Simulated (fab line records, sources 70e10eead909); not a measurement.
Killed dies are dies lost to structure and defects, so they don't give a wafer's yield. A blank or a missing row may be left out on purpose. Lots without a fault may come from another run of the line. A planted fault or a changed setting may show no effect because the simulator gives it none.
Problem report in the 8D (eight disciplines) form, filled by code | flow nand_harc | the parts of the form that need people (team, actions taken, sign-off) are left out

1. THE PROBLEM
killed_dies at NHARC_END_SORT_01 reads a mean of 504 on 2 wafers of 1 lot; wafers without a fault read 60 with a standard deviation of 19. That is +23 standard deviations from the usual mean.
First seen on wafer L222.3, day 29 12:35, on prober-02. The record holds 3 wafers of 1 lot with a number at this step. Rule for "out", or "out of limits": more than 4 standard deviations from the usual mean. The other wafers with a number count as sound.

2. WHAT IT IS AND WHAT IT IS NOT
question                    | is                           | is not
which readings at this step | killed_dies, killed_at_array | killed_at_other, killed_at_periphery, killed_open, killed_short
which lots                  | L222                         | -
which wafers of those lots  | L222.3, L222.5               | L222.2
read on which gauges        | prober-02                    | -
when                        | from day 29 12:35            | up to then (1 sound wafer)

3. SUSPECTS, AND WHAT RULES EACH OUT
Counting: a tool at a process step up to the reading stays a suspect if it ran every lot that is out. Sound lots after the first of them don't rule it out here, since some wafers of a struck lot are sound.
- the gauge at NHARC_END_SORT_01: ruled out. All the wafers that are out were read on prober-02, but those of them that NHARC_A_CONTACT_ETCH_106 has rows for are out there too, on other tools.
- har_cap_etch-01 at NHARC_A_CONTACT_ETCH_131 (etches the open film in C4F8/O2/Ar, time 197 s, target depth 1918 nm): kept. It ran the lot that is out, L222 (day 26 23:37).
- rie_diel-05 at NHARC_A_CONTACT_ETCH_97 (etches the open film in C4F6/O2, target depth 20 nm, time 10 s): kept. It ran the lot that is out, L222 (day 27 00:57). NHARC_A_CONTACT_ETCH_97 gives no start for some lots, so the hours and the order of its lots are those of NHARC_A_CONTACT_CD_MEAS_80.
- rie_diel-06 at NHARC_A_CONTACT_ETCH_106 (etches the open film in CF4/O2, target depth 90 nm, overetch 9 nm, time 49.5 s): kept. It ran the lot that is out, L222 (day 27 01:19). Its own readings are out on those wafers: run_length_s.
- Within har_cap_etch-01 at NHARC_A_CONTACT_ETCH_131: the wafers that are out ran in chamber 0; their sound lot-mates ran in chamber 1.
- Within rie_diel-05 at NHARC_A_CONTACT_ETCH_97: the wafers that are out ran in chambers 1, 2; their sound lot-mates ran in chamber 0.
- Within rie_diel-06 at NHARC_A_CONTACT_ETCH_106: the wafers that are out ran in chamber 0; their sound lot-mates ran in chamber 1.
Left after counting: har_cap_etch-01 at NHARC_A_CONTACT_ETCH_131, rie_diel-05 at NHARC_A_CONTACT_ETCH_97, rie_diel-06 at NHARC_A_CONTACT_ETCH_106.

4. THE CAUSE (what the simulator had put in)
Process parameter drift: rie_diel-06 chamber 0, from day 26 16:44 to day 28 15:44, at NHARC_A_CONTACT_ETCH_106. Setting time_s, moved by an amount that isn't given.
Counting left 3 suspects, and this tool is among them.

5. THE CHAIN OF EFFECTS, in route order
Each row: a reading whose mean over the struck wafers that have a number lies more than 3 standard deviations from the usual. Only readings for which the record gives a usual standard deviation are gone through. hours: the time from each lot's start at the first step in this table that gives one to its start at this step, as a median over the lots. sigmas: the change in usual standard deviations.
hours | step                     | reading         | usual  | on struck wafers | change | sigmas
0     | NHARC_A_CONTACT_ETCH_106 | run_length_s    | 70.9 s | 65.8             | -5.2   | -13
59    | NHARC_END_SORT_01        | killed_at_array | 55     | 498              | +444   | +22
59    | NHARC_END_SORT_01        | killed_dies     | 60     | 504              | +444   | +23
The process steps in it:
- NHARC_A_CONTACT_ETCH_106: etches the open film in CF4/O2, target depth 90 nm, overetch 9 nm, time 49.5 s.
Readings that are blank on the struck wafers while sound wafers have them: rf_fwd_power_W at NHARC_A_CONTACT_ETCH_106.

6. WHAT WOULD HAVE CAUGHT IT SOONER
In this record the first reading out of limits at a measuring or inspecting step was taken at day 29 12:35, 68 hours after the fault began at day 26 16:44.
The tool's own readings at NHARC_A_CONTACT_ETCH_106 were out on every struck wafer that the step has a row for (run_length_s): an alarm limit on them would have fired on the first of those.
All the lots that are out (1) had begun NHARC_A_CONTACT_ETCH_106 on rie_diel-06 by day 29 12:35. A hold on the tool at that time would have spared none of them.
